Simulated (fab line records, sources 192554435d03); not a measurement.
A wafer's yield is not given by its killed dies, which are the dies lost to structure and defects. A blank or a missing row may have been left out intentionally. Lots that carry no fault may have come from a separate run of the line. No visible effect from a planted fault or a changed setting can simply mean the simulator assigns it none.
Which of the tools did it? || flow n5 finfet || Sampling: 12 lots, 36 wafers, 6 of 1938 route steps

WHAT EACH GAUGE READ, for each wafer
N5_SPACER0_INSPECT_04: inspects for defects (darkfield).
{"lot": "L075", "measured": "day 3 06:53", "on": "defect inspect-01", "raw defect count": "98 121 146"}
{"lot": "L077", "measured": "day 3 22:22", "on": "defect inspect-01", "raw defect count": "165 113 119"}
{"lot": "L079", "measured": "day 4 08:53", "on": "defect inspect-01", "raw defect count": "133 170 178"}
{"lot": "L081", "measured": "day 4 17:01", "on": "defect inspect-02", "raw defect count": "223 194 193"}
{"lot": "L083", "measured": "day 5 09:31", "on": "defect inspect-01", "raw defect count": "131 102 149"}
{"lot": "L085", "measured": "day 5 20:29", "on": "defect inspect-02", "raw defect count": "126 118 152"}
{"lot": "L087", "measured": "day 6 09:05", "on": "defect inspect-01", "raw defect count": "157 94 121"}
{"lot": "L089", "measured": "day 6 18:17", "on": "defect inspect-01", "raw defect count": "120 141 167"}
{"lot": "L091", "measured": "day 7 09:23", "on": "defect inspect-02", "raw defect count": "86 83 99"}
{"lot": "L093", "measured": "day 7 19:52", "on": "defect inspect-02", "raw defect count": "111 87 151"}
{"lot": "L095", "measured": "day 8 06:23", "on": "defect inspect-02", "raw defect count": "149 164 151"}
{"lot": "L097", "measured": "day 8 20:41", "on": "defect inspect-02", "raw defect count": "108 88 117"}

EACH LOT AND THE TOOL THAT RAN IT (in order: tool; ch and the chambers of the sampled wafers; start)
{"lot": "L075", "N5_FIN_CUT_ETCH_21": "rie diel-03 ch 0,1,3, day 2 09:18", "N5_STI_FIN_REVEAL_OXIDATION_33": "plasma asher-01 ch 0,1, day 2 19:34", "N5_DUMMY_GATE_TRIM_49": "rie si-05 ch 0,3, day 3 04:47", "N5_DUMMY_GATE_STRIP_41": "rie diel-01 ch 0,1, day 3 05:08", "N5_DUMMY_GATE_ETCH_23": "rie si-03 ch 0,2, day 3 05:23"}
{"lot": "L077", "N5_FIN_CUT_ETCH_21": "rie diel-02 ch 1,2, day 2 21:59", "N5_STI_FIN_REVEAL_OXIDATION_33": "plasma asher-01 ch 0,1, day 3 07:56", "N5_DUMMY_GATE_TRIM_49": "rie si-03 ch 1,2, day 3 20:49", "N5_DUMMY_GATE_STRIP_41": "rie diel-01 ch 1,2, day 3 21:04", "N5_DUMMY_GATE_ETCH_23": "rie si-03 ch 0,2,3, day 3 21:18"}
{"lot": "L079", "N5_FIN_CUT_ETCH_21": "rie diel-02 ch 1,3, day 3 11:38", "N5_STI_FIN_REVEAL_OXIDATION_33": "plasma asher-02 ch 0,1, day 3 22:11", "N5_DUMMY_GATE_TRIM_49": "rie si-03 ch 0,2,3, day 4 07:22", "N5_DUMMY_GATE_STRIP_41": "rie diel-01 ch 2,3, day 4 07:36", "N5_DUMMY_GATE_ETCH_23": "rie si-01 ch 2,3, day 4 07:50"}
{"lot": "L081", "N5_FIN_CUT_ETCH_21": "rie diel-03 ch 0,1,2, day 3 20:19", "N5_STI_FIN_REVEAL_OXIDATION_33": "plasma asher-01 ch 0, day 4 05:33", "N5_DUMMY_GATE_TRIM_49": "rie si-05 ch 0,1,3, day 4 15:16", "N5_DUMMY_GATE_STRIP_41": "rie diel-01 ch 0,2, day 4 15:43", "N5_DUMMY_GATE_ETCH_23": "rie si-05 ch 0,1,2, day 4 15:57"}
{"lot": "L083", "N5_FIN_CUT_ETCH_21": "rie diel-03 ch 2,3, day 4 09:20", "N5_STI_FIN_REVEAL_OXIDATION_33": "plasma asher-02 ch 0,1, day 4 18:39", "N5_DUMMY_GATE_TRIM_49": "rie si-05 ch 0,2,3, day 5 07:34", "N5_DUMMY_GATE_STRIP_41": "rie diel-01 ch 1,2, day 5 07:49", "N5_DUMMY_GATE_ETCH_23": "rie si-03 ch 0,1,2, day 5 08:03"}
{"lot": "L085", "N5_FIN_CUT_ETCH_21": "rie diel-02 ch 1,3, day 5 00:21", "N5_STI_FIN_REVEAL_OXIDATION_33": "plasma asher-02 ch 0,1, day 5 09:43", "N5_DUMMY_GATE_TRIM_49": "rie si-03 ch 0,2, day 5 18:56", "N5_DUMMY_GATE_STRIP_41": "rie diel-02 ch 0,2, day 5 19:11", "N5_DUMMY_GATE_ETCH_23": "rie si-05 ch 0,1,3, day 5 19:25"}
{"lot": "L087", "N5_FIN_CUT_ETCH_21": "rie diel-02 ch 0,2, day 5 11:18", "N5_STI_FIN_REVEAL_OXIDATION_33": "plasma asher-01 ch 0,1, day 5 20:49", "N5_DUMMY_GATE_TRIM_49": "rie si-01 ch 0,2,3, day 6 05:58", "N5_DUMMY_GATE_STRIP_41": "rie diel-03 ch 1,3, day 6 06:14", "N5_DUMMY_GATE_ETCH_23": "rie si-03 ch 1,3, day 6 06:28"}
{"lot": "L089", "N5_FIN_CUT_ETCH_21": "rie diel-01 ch 0,2,3, day 5 21:17", "N5_STI_FIN_REVEAL_OXIDATION_33": "plasma asher-01 ch 0,1, day 6 06:32", "N5_DUMMY_GATE_TRIM_49": "rie si-05 ch 0,2, day 6 16:29", "N5_DUMMY_GATE_STRIP_41": "rie diel-02 ch 1,3, day 6 16:50", "N5_DUMMY_GATE_ETCH_23": "rie si-01 ch 0,1,2, day 6 17:04"}
{"lot": "L091", "N5_FIN_CUT_ETCH_21": "rie diel-02 ch 0,1,2, day 6 11:05", "N5_STI_FIN_REVEAL_OXIDATION_33": "plasma asher-02 ch 0,1, day 6 20:59", "N5_DUMMY_GATE_TRIM_49": "rie si-03 ch 0,2,3, day 7 07:50", "N5_DUMMY_GATE_STRIP_41": "rie diel-03 ch 0,3, day 7 08:05", "N5_DUMMY_GATE_ETCH_23": "rie si-01 ch 0,1,2, day 7 08:19"}
{"lot": "L093", "N5_FIN_CUT_ETCH_21": "rie diel-03 ch 1,2,3, day 6 22:26", "N5_STI_FIN_REVEAL_OXIDATION_33": "plasma asher-01 ch 0,1, day 7 07:46", "N5_DUMMY_GATE_TRIM_49": "rie si-03 ch 0,2,3, day 7 18:18", "N5_DUMMY_GATE_STRIP_41": "rie diel-02 ch 0,1,3, day 7 18:34", "N5_DUMMY_GATE_ETCH_23": "rie si-01 ch 1,2,3, day 7 18:48"}
{"lot": "L095", "N5_FIN_CUT_ETCH_21": "rie diel-01 ch 1,3, day 7 09:04", "N5_STI_FIN_REVEAL_OXIDATION_33": "plasma asher-02 ch 0,1, day 7 19:10", "N5_DUMMY_GATE_TRIM_49": "rie si-01 ch 0,2,3, day 8 04:51", "N5_DUMMY_GATE_STRIP_41": "rie diel-02 ch 0,1, day 8 05:05", "N5_DUMMY_GATE_ETCH_23": "rie si-05 ch 0,3, day 8 05:20"}
{"lot": "L097", "N5_FIN_CUT_ETCH_21": "rie diel-03 ch 0,2,3, day 7 21:35", "N5_STI_FIN_REVEAL_OXIDATION_33": "plasma asher-02 ch 0,1, day 8 06:53", "N5_DUMMY_GATE_TRIM_49": "rie si-05 ch 1,2,3, day 8 18:16", "N5_DUMMY_GATE_STRIP_41": "rie diel-02 ch 0,2,3, day 8 18:30", "N5_DUMMY_GATE_ETCH_23": "rie si-03 ch 2,3, day 8 18:44"}
- N5_FIN_CUT_ETCH_21: etches SOC in N2/H2, target depth 219 nm, overetch 43.8 nm, time 523.5 s.
- N5_STI_FIN_REVEAL_OXIDATION_33: chemistry O2 PLASMA REMOTE, time 20 s.
- N5_DUMMY_GATE_TRIM_49: chemistry O2, time 29 s, target cd 14 nm.
- N5_DUMMY_GATE_STRIP_41: strips in O2.
- N5_DUMMY_GATE_ETCH_23: etches poly-Si in HBr/Cl2/O2, target depth 41 nm, time 22.3 s.

THE ANSWER, worked out from the rows above alone
Rule: the usual values come from the lots themselves. Put in order of their means at a reading, lots are off if they are a third of the lots or fewer, leave a main group of 4 or more, and stand apart from it by a gap of 3 or more times the standard deviation of the main group's means; of several such gaps the widest counts. A main group whose means are all the same, to the digits that the tables above print for the reading, isn't used. A lot without any number at a reading at which 4 lots or more have one is off too. All remaining lots with rows at the step are treated as sound.
Nothing can be told from this: no lot is off at any reading shown.

WHAT THE SIMULATOR PUT IN
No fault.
